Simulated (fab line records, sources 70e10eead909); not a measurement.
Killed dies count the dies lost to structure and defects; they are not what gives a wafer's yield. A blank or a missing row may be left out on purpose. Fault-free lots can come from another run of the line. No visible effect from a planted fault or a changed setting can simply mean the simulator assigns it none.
Chamber matching    flow nand_harc    NHARC_A_STAIRCASE_CMP_152 on cmp-02 has 4 sister chambers
The step polishes. 4 wafers are shown with their chamber, then 7 later ones without.

== EACH WAFER AND ITS CHAMBER ==
wafer   chamber  motor_current_A (A)
L083.4  2        10.5
L087.1  0        14.0
L093.2  3        10.2
L093.3  1        11.9

== WAFERS WITHOUT THEIR CHAMBER ==
wafer   motor_current_A (A)
L093.5  11.0
L094.3  13.4
L094.4  10.5
L094.6  10.6
L097.3  10.3
L097.4  10.6
L097.6  13.1

== EACH ONE'S CHAMBER ==
wafer   from the rows above           in truth
L093.5  can't be placed: 2 or 3 or 1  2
L094.3  can't be placed: 0 or 1       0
L094.4  can't be placed: 2 or 3       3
L094.6  can't be placed: 2 or 3       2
L097.3  can't be placed: 3 or 2       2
L097.4  can't be placed: 2 or 3       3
L097.6  can't be placed: 0 or 1       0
0 of 7 placed correctly. Can't be placed from these rows: 7 (the true chamber is among the candidates in 7). Placed wrongly: 0.
How it was worked out, from the rows above alone: a wafer's distance from a chamber is the root of the sum, over the readings, of the square of ((its reading less the chamber's mean) divided by the reading's scatter). The wafer belongs to the nearest chamber; if the next one is less than 2 further off, it can't be placed. Each chamber's mean is taken over the wafers shown for it. The scatter (one wafer shown for each chamber): square how far every hidden wafer sits from the nearest shown wafer, average those squares and take the square root.
